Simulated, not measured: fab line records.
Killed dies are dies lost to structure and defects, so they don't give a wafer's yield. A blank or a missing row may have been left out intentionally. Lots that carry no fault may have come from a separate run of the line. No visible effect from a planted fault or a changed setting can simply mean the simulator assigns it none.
Split-lot study -- flow n5 finfet -- on a route of 1938 steps: 7 lots, 21 wafers read

== THE SPLIT ITSELF ==
At N5_BEOL_M13_TRENCH_ETCH_34 (etches SiOC in C4F8/O2/Ar, target depth 413.47 nm, time 162.6 s), the setting time s was moved away from the recipe's 162.6 s on 7 of the 21 wafers read, by -20.5% to +18.5%. The other wafers ran this setting at the recipe's value.

== FROM THE SPLIT TO THE READING: what the file shows between them, 11 steps ==
- N5_BEOL_M13_STRIP_70: strips in C4F8/O2/Ar
- N5_BEOL_M13_OCD_MEAS_35
- N5_BEOL_M13_SPUTTER_43: material TaN, target thk 15 nm, time 24.19 s (also split here: time s)
- N5_BEOL_M13_SPUTTER_44: material Ta, target thk 10 nm, time 16.13 s
- N5_BEOL_M13_SPUTTER_45: material Cu, target thk 80 nm, time 13.33 s
- N5_BEOL_M13_ECD_47: material Cu, target thk 936 nm
- N5_BEOL_M13_ANNEAL_48: time 90 s
- N5_BEOL_M13_CMP_49: polishes, stops on SiOC, t overpolish 17.1 s, target thk 420 nm
- N5_BEOL_M13_THK_MEAS_50: measures by xrf
- N5_BEOL_M13_PRE_CLEAN_52: time 15 s
- N5_BEOL_M13_DEP_53: deposits SiCN from 3MS/NH3, target thk 50 nm, time 17.8 s

== THE READING ==
At N5_BEOL_M13_RS_MEAS_54, a four-point-probe measurement gives M13_RS in ohm/sq. Typical for fault-free wafers on this fab line: 0.0454 ohm/sq, with standard deviation 0.0011 ohm/sq.

wafer,"tool, chamber at the split","time s as run, s",against the recipe,"M13_RS, ohm/sq",against lot-mates on the recipe
L078.3,"rie diel-02, 2",162.6,recipe,0.0454,-
L078.4,"rie diel-02, 1",129.3,-20.5%,0.0587,+0.0133
L078.6,"rie diel-02, 0",129.3,-20.5%,0.0552,+0.0098
L085.2,"rie diel-01, 1",162.6,recipe,0.0453,-
L085.3,"rie diel-01, 0",162.6,recipe,0.0461,-
L085.5,"rie diel-01, 0",162.6,recipe,0.0462,-
L084.1,"rie diel-03, 0",192.7,+18.5%,0.0382,-0.0078
L084.3,"rie diel-03, 3",162.6,recipe,0.0460,-
L084.5,"rie diel-03, 3",192.7,+18.5%,0.0383,-0.0077
L087.1,"rie diel-02, 1",162.6,recipe,0.0461,-
L087.2,"rie diel-02, 3",162.6,recipe,0.0445,-
L087.6,"rie diel-02, 1",162.6,recipe,0.0461,-
L091.1,"rie diel-03, 3",180.9,+11.3%,0.0418,-0.0022
L091.3,"rie diel-03, 1",162.6,recipe,0.0440,-
L091.5,"rie diel-03, 3",180.9,+11.3%,0.0420,-0.0020
L096.1,"rie diel-01, 3",162.6,recipe,0.0452,-
L096.4,"rie diel-01, 0",178.6,+9.8%,0.0422,-0.0036
L096.5,"rie diel-01, 2",162.6,recipe,0.0464,-
L097.1,"rie diel-01, 2",162.6,recipe,0.0468,-
L097.2,"rie diel-01, 3",162.6,recipe,0.0457,-
L097.4,"rie diel-01, 1",162.6,recipe,0.0459,-

FIT RESULTS
A straight line over all 21 wafers: M13_RS changes by -0.000464 ohm/sq for each +1% of time s; r = -0.97; the points scatter about the line by 0.0011 ohm/sq.
The same after taking each lot's own level away (the mean of its wafers on the recipe; 21 wafers): -0.000459 ohm/sq for each +1%; r = -0.96; scatter 0.0013 ohm/sq.
On that fit, the largest move of time s shifts the reading by 0.0094 ohm/sq.
Across the lots, their own levels run from 0.04400 to 0.04613 ohm/sq, a range of 1.9 times the standard deviation given above.
So the lot-to-lot level changes the slope little: the two slopes agree.
Check: with one of the wafers moved furthest among these (-20.5%) left out of the fit, the line predicts +0.00855 ohm/sq for it against its lot-mates. It came out at +0.0133 ohm/sq against them.

== OTHER SPLITS APPLIED TO THESE WAFERS ==
Other splits were also applied to these wafers ahead of the reading. Each is held against what the fit with the lots' levels taken away leaves over:
other split on the same wafers,wafers away from the commonest value,r with M13_RS (lot level and that fit taken away)
N5_BEOL_M13_SPUTTER_43 time s,8,-0.13

== THE WHOLE CHAIN: every reading that the file lists as answering this split, in the file's order ==
step,what it does,reading,change (the file's fit),r (the file's)
N5_BEOL_M13_TRENCH_ETCH_34,"etches SiOC in C4F8/O2/Ar, target depth 413.47 nm, time 162.6 s","etch.depth nm (the simulator's own value, which no gauge read)",+3.76 nm for each +1% of the setting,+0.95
N5_BEOL_M13_OCD_MEAS_35,,trench depth nm,+3.77 nm for each +1% of the setting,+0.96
N5_BEOL_M13_CMP_49,"polishes, stops on SiOC, t overpolish 17.1 s, target thk 420 nm","Cu_of_BEOL_M13_ECD_47.thk nm (the simulator's own value, which no gauge read)",+3.75 nm for each +1% of the setting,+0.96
N5_BEOL_M13_THK_MEAS_50,measures by xrf,M13_THK,+3.79 for each +1% of the setting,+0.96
N5_BEOL_M13_RS_MEAS_54,measures by four-point-probe,M13_RS,-0.000445 for each +1% of the setting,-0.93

== THE FILE'S OWN FIT ==
M13_RS changes by -0.000445 ohm/sq for each +1% of time s, r = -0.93.
